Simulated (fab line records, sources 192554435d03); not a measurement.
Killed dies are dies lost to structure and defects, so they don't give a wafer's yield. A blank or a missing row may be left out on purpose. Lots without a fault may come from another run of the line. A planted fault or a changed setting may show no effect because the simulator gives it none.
A struck lot beside a sound one | flow n5_finfet | 14 steps out of a route of 1938
Sound: wafers L999.1, L999.2, L999.6. Struck: wafers L104.3, L104.4, L104.6. The cause comes at the end.
At each step with rows: each side's tool, then ch and its chambers, then its first start. Under that, the readings that differ: sound wafers | struck wafers | difference of the means | sigmas: that difference in standard deviations of wafers without a fault.
alike: readings whose means differ by less than 2 such deviations, and words and numbers that are the same on both sides. not compared: withheld readings, readings that some wafer has no value for, bounds like >300 that may hide the same value, and numbers for which the record gives no deviation and whose values overlap.
The two part at a step that has a row with sigmas, a row that says differs or no value, or rows on one side only. Numbers that don't overlap but have no deviation are shown without sigmas and don't part them. A reading that every wafer of one side lacks parts them only if that side has two wafers or more.

first, 3 steps without rows for these wafers: N5_BEOL_M6_EXPOSE_25 (exposes mask V5, target cd 40 nm); N5_BEOL_M6_PEB_26 (peb time 60 s); N5_BEOL_M6_DEVELOP_27 (develop time 30 s).
N5_BEOL_M6_CD_MEAS_28: target cd 40 nm.
  sound on cd_sem-03 ch 0, day 10 17:14; struck on cd_sem-02 ch 0, day 11 23:34
  alike: cd_nm
N5_BEOL_M6_OVL_MEAS_29:
  sound on overlay-02 ch 0, day 10 17:16; struck on overlay-02 ch 0, day 11 23:36
  alike: V5_OVL
N5_BEOL_M6_INSPECT_30: inspects for defects (brightfield).
  sound on defect_inspect-01, day 10 17:20; struck on defect_inspect-02, day 11 23:38
  alike: raw_defect_count
N5_BEOL_M6_DESCUM_33: chemistry O2, time 7 s.
  sound on rie_diel-05 ch 0,1,3, day 10 17:27; struck on rie_diel-05 ch 0,2,3, day 11 23:59
  alike: chamber_pressure_mTorr, drypump_motor_current_A, oes_product_au, rf_vpp_V, showerhead_plenum_p_Torr, throttle_valve_pct
  not compared: rf_hours_counter_h
N5_BEOL_M6_ETCH_72: etches underlayer in N2/H2, target depth 6.5 nm, time 5.2 s.
  sound on rie_diel-05 ch 0,1,3, day 10 17:29; struck on rie_diel-05 ch 0,2,3, day 12 00:01
  alike: chamber_pressure_mTorr, drypump_motor_current_A, etch_rf_on_time_s, oes_product_au, rf_vpp_V, showerhead_plenum_p_Torr, throttle_valve_pct
  not compared: rf_hours_counter_h
N5_BEOL_M6_ETCH_65: etches SiARC in CF4, target depth 15.6 nm, time 26 s.
  sound on rie_diel-05 ch 0,1,3, day 10 17:30; struck on rie_diel-05 ch 0,2,3, day 12 00:02
  alike: chamber_pressure_mTorr, drypump_motor_current_A, etch_rf_on_time_s, oes_product_au, rf_vpp_V, showerhead_plenum_p_Torr, throttle_valve_pct
  not compared: rf_hours_counter_h
N5_BEOL_M6_ETCH_66: etches SOC in N2/H2, target depth 80 nm, overetch 16 nm, time 120 s.
  sound on rie_diel-05 ch 0,1,3, day 10 17:32; struck on rie_diel-05 ch 0,2,3, day 12 00:04
  alike: chamber_pressure_mTorr, drypump_motor_current_A, oes_product_au, rf_vpp_V, showerhead_plenum_p_Torr, throttle_valve_pct
  not compared: rf_hours_counter_h
then, 2 steps without rows for these wafers: N5_BEOL_M6_STRIP_69 (strips in N2/H2); N5_BEOL_M6_STRIP_73 (strips in N2/H2).
N5_BEOL_M6_VIA_ETCH_34: etches SiCOH lowk in C4F6/O2, target depth 126.3 nm, time 50.9 s.
  sound on rie_diel-05 ch 0,1,3, day 10 17:38; struck on rie_diel-05 ch 0,2,3, day 12 00:10
  reading                                  | sound             | struck            | difference | sigmas
  model.etch.depth_nm (nm)                 | 127.4 124.9 122.7 | 104.5 102.7 103.3 | -21.5      |
  model.SOC_of_BEOL_M6_COAT_63.thk_nm (nm) | 53.6 53.8 54      | 55 55.2 55.2      | +1         |
  alike: O2_flow_sccm, chamber_pressure_mTorr, drypump_motor_current_A, oes_product_au, rf_vpp_V, showerhead_plenum_p_Torr, throttle_valve_pct
  not compared: rf_hours_counter_h
then, 1 step without rows for these wafers: N5_BEOL_M6_STRIP_76 (strips in C4F6/O2).

WHERE THEY PART
Nowhere in this record.

WHY: what the simulator had put in
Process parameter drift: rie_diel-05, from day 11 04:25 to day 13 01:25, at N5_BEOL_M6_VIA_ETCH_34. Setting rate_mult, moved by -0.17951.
